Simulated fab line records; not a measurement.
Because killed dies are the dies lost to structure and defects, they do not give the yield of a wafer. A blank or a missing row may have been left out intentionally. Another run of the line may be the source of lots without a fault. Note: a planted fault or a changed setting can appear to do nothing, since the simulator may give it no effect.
Split-lot experiment | flow n5Finfet | 5 lots, 23 wafers read, on a route of 1938 steps

## THE SPLIT
At N5_BEOL_M13_COAT_04 (resist thk 400 nm), the setting spinRpm was moved away from the recipe's 1625 rpm on 9 of the 23 wafers read, by -7.8% to -4.7%. For the rest of the wafers, this setting stayed at what the recipe calls for.

## FROM THE SPLIT TO THE READING: what the file shows between them, 4 steps
- N5_BEOL_M13_EBR_06
- N5_BEOL_M13_SOFTBAKE_05: time 60 s
- N5_BEOL_M13_DESCUM_15: chemistry O2, time 7.9 s
- N5_BEOL_M13_ETCH_59: etches BARC in N2/H2, target depth 89 nm, overetch 26.7 nm, time 67.9 s

## THE READING
coat_of_BEOL_M13_COAT_04.thkNm (the simulator's own value, which no gauge read), in nm, at N5_BEOL_M13_VIA_ETCH_16 (etches SiOC in C4F8/O2/Ar, target depth 921.7 nm). The file does not state a usual value for it. Here, 14 wafers ran the recipe; their average is 70.9 nm with a standard deviation of 1.9 nm.

wafer  | tool, chamber at the split | spinRpm as run, rpm | against the recipe | coat_of_BEOL_M13_COAT_04.thkNm, nm | against lot-mates on the recipe
L079.1 | lithoTrack-02, 0           | 1625                | recipe             | 70                                 | -
L079.2 | lithoTrack-02, 0           | 1549                | -4.7%              | 85                                 | +16.1
L079.4 | lithoTrack-02, 0           | 1549                | -4.7%              | 81.2                               | +12.3
L079.5 | lithoTrack-02, 0           | 1549                | -4.7%              | 79.8                               | +10.9
L079.6 | lithoTrack-02, 0           | 1625                | recipe             | 67.8                               | -
L078.2 | lithoTrack-05, 0           | 1625                | recipe             | 73.6                               | -
L078.3 | lithoTrack-05, 0           | 1625                | recipe             | 73.2                               | -
L078.4 | lithoTrack-05, 0           | 1625                | recipe             | 69                                 | -
L078.5 | lithoTrack-05, 0           | 1625                | recipe             | 70.4                               | -
L078.6 | lithoTrack-05, 0           | 1625                | recipe             | 68.6                               | -
L080.1 | lithoTrack-02, 0           | 1498                | -7.8%              | 85.6                               | +14.9
L080.2 | lithoTrack-02, 0           | 1498                | -7.8%              | 87                                 | +16.3
L080.3 | lithoTrack-02, 0           | 1498                | -7.8%              | 92.6                               | +21.9
L080.4 | lithoTrack-02, 0           | 1625                | recipe             | 69.6                               | -
L080.5 | lithoTrack-02, 0           | 1625                | recipe             | 71.8                               | -
L082.1 | lithoTrack-02, 0           | 1625                | recipe             | 73                                 | -
L082.4 | lithoTrack-02, 0           | 1625                | recipe             | 72.8                               | -
L082.6 | lithoTrack-02, 0           | 1625                | recipe             | 72.8                               | -
L091.2 | lithoTrack-05, 0           | 1625                | recipe             | 71.2                               | -
L091.3 | lithoTrack-05, 0           | 1539                | -5.3%              | 81.4                               | +11.2
L091.4 | lithoTrack-05, 0           | 1539                | -5.3%              | 82.8                               | +12.6
L091.5 | lithoTrack-05, 0           | 1625                | recipe             | 69.2                               | -
L091.6 | lithoTrack-05, 0           | 1539                | -5.3%              | 78                                 | +7.8

THE FIT
A straight line over all 23 wafers: coat_of_BEOL_M13_COAT_04.thkNm changes by -2.17 nm for each +1% of spinRpm; r = -0.95; the points scatter about the line by 2.3 nm.
The same after taking each lot's own level away (the mean of its wafers on the recipe; 23 wafers): -2.29 nm for each +1%; r = -0.95; scatter 2.3 nm.
Per that fit: largest spinRpm move, reading shift of 18 nm.
The lots' own levels span 68.90 to 72.87 nm, that is 2.1 times the standard deviation above.
Consequently the slope shifts little with the lot-to-lot level, the two slopes agreeing.
Check: +18.7 nm against its lot-mates is what the line predicts for one of the wafers moved furthest among these (-7.8%) when that wafer is left out of the fit. It came out at +14.9 nm against them.

## ADDITIONAL SPLITS CARRIED BY THESE WAFERS
Note: prior to the reading, these wafers also went through further splits. Each is held against what the fit with the lots' levels taken away leaves over:
other split on the same wafers | wafers away from the commonest value | r with coat_of_BEOL_M13_COAT_04.thkNm (lot level and that fit taken away)
N5_BEOL_M12_PEB_08 pebTimeS    | 10                                   | -0.10

## THE WHOLE CHAIN: every reading that the file lists as answering this split, in the file's order
step                    | what it does                                                            | reading                                                                         | change (the file's fit)              | r (the file's)
N5_BEOL_M13_COAT_04     | resist thk 400 nm                                                       | coat_of_BEOL_M13_COAT_04.thkNm (the simulator's own value, which no gauge read) | -2.11 nm for each +1% of the setting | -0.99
N5_BEOL_M13_ETCH_59     | etches BARC in N2/H2, target depth 89 nm, overetch 26.7 nm, time 67.9 s | coat_of_BEOL_M13_COAT_04.thkNm (the simulator's own value, which no gauge read) | -2.21 nm for each +1% of the setting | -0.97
N5_BEOL_M13_VIA_ETCH_16 | etches SiOC in C4F8/O2/Ar, target depth 921.7 nm                        | coat_of_BEOL_M13_COAT_04.thkNm (the simulator's own value, which no gauge read) | -2.3 nm for each +1% of the setting  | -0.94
N5_BEOL_M13_STRIP_63    | strips in N2/H2                                                         | stripTimeToEndpointS                                                            | withheld for each +1% of the setting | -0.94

## THE FILE'S OWN FIT
coat_of_BEOL_M13_COAT_04.thkNm changes by -2.3 nm for each +1% of spinRpm, r = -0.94.
